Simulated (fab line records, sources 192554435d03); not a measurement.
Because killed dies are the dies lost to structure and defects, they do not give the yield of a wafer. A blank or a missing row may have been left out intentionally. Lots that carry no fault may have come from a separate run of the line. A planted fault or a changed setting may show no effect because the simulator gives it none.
A struck lot beside a sound one || flow n5Finfet || 40 steps out of a route of 1938
Sound: the wafers L398.2, L398.3, L398.6. Wafers L408.1, L408.4, L408.6 were the ones struck. The cause is given at the end.
Per side, at each step with rows, come the tool, then ch with its chambers, and then its first start. Under that, the readings that differ: sound wafers || struck wafers || difference of the means || sigmas: that difference in standard deviations of wafers without a fault.
alike: words and numbers the same on both sides, and readings whose means are apart by under 2 such deviations; not compared: readings that were withheld, readings missing a value for some wafer, numbers with overlapping values and no deviation given by the record, and bounds like >300 which may hide the same value.
The two part at a step that has a row with sigmas, a row that says differs or no value, or rows on one side only. When numbers do not overlap yet have no deviation, they are printed without sigmas and do not part them. A reading that every wafer of one side lacks parts them only if that side has two wafers or more.

first, 11 steps without rows for these wafers: N5_HKMG_FIN_DESCUM_17 (chemistry O2, time 7.9 s); N5_HKMG_FIN_ETCH_31 (etches SiARC in CF4, target depth 45.5 nm, time 75.8 s); N5_HKMG_FIN_ETCH_32 (etches SOC in N2/H2, target depth 240 nm, time 300 s); N5_HKMG_FIN_STRIP_33 (strips in N2/H2); N5_HKMG_FIN_STRIP_34 (strips in CF4); N5_HKMG_FIN_ETCH_35 (etches SOC in N2/H2, target depth 215.8 nm, time 243.4 s); N5_HKMG_FIN_STRIP_92 (strips SOC in N2/H2, time 20 s); N5_HKMG_FIN_WET_ETCH_18 (etches TiN in SC1, time 55 s, target depth 5.2 nm, rinse time 30 s); N5_HKMG_FIN_STRIP_19 (strips in N2/H2, time 360 s); N5_HKMG_FIN_ALD_91 (deposits TiN, target thk 1 nm, pulse time 1 s, purge time 3 s); N5_HKMG_FIN_COAT_85 (time 60 s, resist thk 300 nm).
N5_HKMG_FIN_ETCH_86: etches SOC in N2/H2, stops on TiN, target depth 393.2 nm.
  sound on rieDiel-06 ch 0,1,3, day 4 15:29; struck on rieDiel-06 ch 1,2,3, day 7 05:10
  alike: drypumpMotorCurrentA, oesProductAu, rfVppV, showerheadPlenumPTorr, throttleValvePct
  not compared: rfHoursCounterH
then, 27 steps without rows for these wafers: N5_HKMG_FIN_STRIP_89 (strips SOC in N2/H2, time 20 s); N5_HKMG_FIN_WET_ETCH_87 (etches TiN in SC1, time 154.2 s, target depth 4.7 nm, rinse time 30 s); N5_HKMG_FIN_STRIP_88 (strips in N2/H2, time 360 s); N5_HKMG_FIN_NWFM_ALD_20 (deposits TiAlC, target thk 2 nm, pulse time 3 s, purge time 2 s); N5_HKMG_FIN_ALD_71 (deposits TiN, target thk 1 nm, pulse time 1 s, purge time 3 s); N5_HKMG_FIN_COAT_66 (time 60 s, resist thk 300 nm); N5_HKMG_FIN_ETCH_67 (etches SOC in N2/H2, stops on TiN, target depth 388.9 nm); N5_HKMG_FIN_STRIP_90 (strips SOC in N2/H2, time 20 s); N5_HKMG_FIN_WET_ETCH_73 (etches the open film in SC1, time 42.3 s, target depth 1.3 nm, rinse time 30 s); N5_HKMG_FIN_ETCHBACK_68 (etches the open film in Cl2/Ar, stops on HfO2, target depth 0.5 nm); N5_HKMG_FIN_STRIP_69 (strips in N2/H2, time 360 s); N5_HKMG_FIN_ALD_21 (deposits TiN, target thk 1.5 nm, pulse time 1 s, purge time 3 s); N5_HKMG_FIN_ALD_72 (deposits W, target thk 2 nm, pulse time 1 s, purge time 2 s); N5_HKMG_FIN_W_FILL_22 (material W, target thk 60 nm, time 18.2 s); N5_HKMG_FIN_PRECLEAN_83 (cleans in DIW, time 57.5 s); N5_HKMG_FIN_SRD_84 (dry time 32 s); N5_HKMG_FIN_CMP_23 (polishes, stops on SiNx, t overpolish 10 s, target thk 46.326 nm); N5_HKMG_FIN_CMP_94 (polishes, stops on SiNx, t overpolish 4.7 s, target thk 43.299 nm); N5_GATE_CUT_ETCHBACK_00 (etches W in SF6/Cl2); N5_GATE_CUT_ETCH_56 (etches TiN in Cl2/Ar, target depth 21.6 nm); N5_GATE_CUT_ETCHBACK_30 (etches TiN in Cl2/Ar, target depth 3 nm); N5_GATE_CUT_VAPOR_ETCH_60 (etches HfO2 in BCl3/Cl2); N5_GATE_CUT_ETCH_58 (etches SiNx in CH3F/O2, target depth 17 nm, time 128.6 s); N5_GATE_CUT_STRIP_59 (strips in N2/H2, time 20 s); N5_GATE_CUT_PRECLEAN_31 (cleans in DIW, time 300 s); N5_GATE_CUT_SRD_32 (time 30 s); N5_GATE_CUT_SAC_CAP_01 (material SiNx, target thk 24 nm, pulse time 1 s, ald cycles 480).
-- the record jumps here: 8 days lie between the struck wafers' starts before and after (it left off in module GATE_CUT and takes up again in module PASSIVATION, whose first step shown is number 1936 of the route) --
N5_PASSIVATION_PROBE_49:
  rows exist in the record for the struck wafers here (prober-01, day 15 08:11), but not for the sound ones

== WHERE THEY PART ==
Only at N5_PASSIVATION_PROBE_49, as far as this record shows.

WHY: what the simulator had put in
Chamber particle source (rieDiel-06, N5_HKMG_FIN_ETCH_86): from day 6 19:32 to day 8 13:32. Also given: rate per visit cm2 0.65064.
